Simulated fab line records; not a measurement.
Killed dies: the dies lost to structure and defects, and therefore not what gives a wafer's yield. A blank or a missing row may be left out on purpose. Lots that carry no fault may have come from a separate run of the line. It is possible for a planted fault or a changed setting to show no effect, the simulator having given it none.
Chamber matching | flow nand_harc | NHARC_A_CONTACT_ETCH_110 on rie_diel-02 has 4 sister chambers
The step etches the open film in CF4/O2, target depth 60 nm, overetch 6 nm, time 33 s. 8 wafers are shown with their chamber, then 10 later ones without.

== WAFERS, EACH WITH ITS CHAMBER ==
wafer  | chamber | showerhead_plenum_p_Torr (Torr) | drypump_motor_current_A (A)
L084.3 | 3       | 1.24                            | 5.60
L084.4 | 1       | 1.43                            | 6.00
L084.6 | 2       | 1.39                            | 6.36
L088.2 | 2       | 1.38                            | 6.40
L088.3 | 3       | 1.24                            | 5.58
L088.5 | 0       | 1.44                            | 6.20
L090.1 | 0       | 1.43                            | 6.19
L090.2 | 1       | 1.43                            | 6.03

== WAFERS WHOSE CHAMBER IS MISSING ==
wafer  | showerhead_plenum_p_Torr (Torr) | drypump_motor_current_A (A)
L090.3 | 1.38                            | 6.37
L092.2 | 1.38                            | 6.38
L092.4 | 1.43                            | 6.05
L092.5 | 1.23                            | 5.61
L095.2 | 1.43                            | 6.01
L095.4 | 1.43                            | 6.15
L095.5 | 1.43                            | 6.18
L096.2 | 1.23                            | 5.58
L096.4 | 1.38                            | 6.37
L096.6 | 1.43                            | 6.01

== WHICH CHAMBER EACH WENT THROUGH ==
wafer  | from the rows above | in truth
L090.3 | 2                   | 2
L092.2 | 2                   | 2
L092.4 | 1                   | 1
L092.5 | 3                   | 3
L095.2 | 1                   | 1
L095.4 | 0                   | 0
L095.5 | 0                   | 0
L096.2 | 3                   | 3
L096.4 | 2                   | 2
L096.6 | 1                   | 1
Correctly placed: 10 of 10. From these rows, 0 cannot be placed. Wrongly placed: 0.
How it was worked out, from the rows above alone: a wafer's distance from a chamber is the root of the sum, over the readings, of the square of ((its reading less the chamber's mean) divided by the reading's scatter). If the next closest chamber is less than 2 further off than the closest, the wafer can't be placed; otherwise it belongs to the closest. For every chamber, the mean is computed from those of its wafers that are shown. The scatter is the square root of a quotient: the sum, over the shown wafers, of each reading's squared deviation from its chamber's mean, divided by wafers minus chambers.
